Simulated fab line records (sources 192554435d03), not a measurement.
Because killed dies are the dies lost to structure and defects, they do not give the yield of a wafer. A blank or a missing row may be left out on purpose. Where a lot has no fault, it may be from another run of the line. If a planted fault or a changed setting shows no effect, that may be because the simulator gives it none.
Lot-split experiment | flow n5_finfet | route with 1938 steps; 7 lots, 21 wafers read

## ABOUT THE SPLIT
At N5_WELL_APT_COAT_19 (resist thk 950 nm), the setting spin_rpm was moved away from the recipe's 1357 rpm on 5 of the 21 wafers read, by -5.6% to +9.4%. The other wafers ran this setting at the recipe's value.

The split's own step is where the reading is taken.

## THE READING
coat_of_WELL_APT_COAT_19.thk_nm (the simulator's own value, which no gauge read), in nm, at N5_WELL_APT_COAT_19 (resist thk 950 nm). The file does not state a usual value for it. Average 951.0 nm, standard deviation 1.9 nm, over the 16 wafers here run with the recipe.

wafer  | tool, chamber at the split | spin_rpm as run, rpm | against the recipe | coat_of_WELL_APT_COAT_19.thk_nm, nm | against lot-mates on the recipe
L075.1 | litho_track-01, 0          | 1357                 | recipe             | 952.1                               | -
L075.4 | litho_track-01, 0          | 1357                 | recipe             | 949.9                               | -
L075.6 | litho_track-01, 0          | 1357                 | recipe             | 953.5                               | -
L076.1 | litho_track-02, 0          | 1357                 | recipe             | 953.7                               | -
L076.4 | litho_track-02, 0          | 1357                 | recipe             | 954.6                               | -
L076.6 | litho_track-02, 0          | 1460                 | +7.6%              | 918.2                               | -36.0
L077.2 | litho_track-02, 0          | 1357                 | recipe             | 951.8                               | -
L077.3 | litho_track-02, 0          | 1357                 | recipe             | 949.5                               | -
L077.4 | litho_track-02, 0          | 1310                 | -3.5%              | 969.2                               | +18.6
L078.1 | litho_track-01, 0          | 1357                 | recipe             | 952.1                               | -
L078.4 | litho_track-01, 0          | 1357                 | recipe             | 949.7                               | -
L078.6 | litho_track-01, 0          | 1357                 | recipe             | 951.9                               | -
L079.1 | litho_track-02, 0          | 1281                 | -5.6%              | 974.9                               | +26.2
L079.3 | litho_track-02, 0          | 1357                 | recipe             | 948.7                               | -
L079.4 | litho_track-02, 0          | 1281                 | -5.6%              | 972.9                               | +24.2
L080.1 | litho_track-05, 0          | 1357                 | recipe             | 948.1                               | -
L080.4 | litho_track-05, 0          | 1484                 | +9.4%              | 907.4                               | -42.3
L080.6 | litho_track-05, 0          | 1357                 | recipe             | 951.3                               | -
L094.4 | litho_track-02, 0          | 1357                 | recipe             | 951.3                               | -
L094.5 | litho_track-02, 0          | 1357                 | recipe             | 950                                 | -
L094.6 | litho_track-02, 0          | 1357                 | recipe             | 948.3                               | -

FIT RESULTS
A straight line over all 21 wafers: coat_of_WELL_APT_COAT_19.thk_nm changes by -4.44 nm for each +1% of spin_rpm; r = -0.99; the points scatter about the line by 2.1 nm.
The same after taking each lot's own level away (the mean of its wafers on the recipe; 21 wafers): -4.62 nm for each +1%; r = -1.00; scatter 1.3 nm.
The reading moves by 43 nm for the largest change in spin_rpm, on that fit.
Across the lots, their own levels run from 948.70 to 954.15 nm, a range of 2.9 times the standard deviation given above.
Hence the lot-to-lot level has little effect on the slope; both slopes agree.
Check: -43.8 nm against its lot-mates is what the line predicts for one of the wafers moved furthest among these (+9.4%) when that wafer is left out of the fit. It came out at -42.3 nm against them.

## THE FILE'S OWN FIT
coat_of_WELL_APT_COAT_19.thk_nm changes by -4.63 nm for each +1% of spin_rpm, r = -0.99.
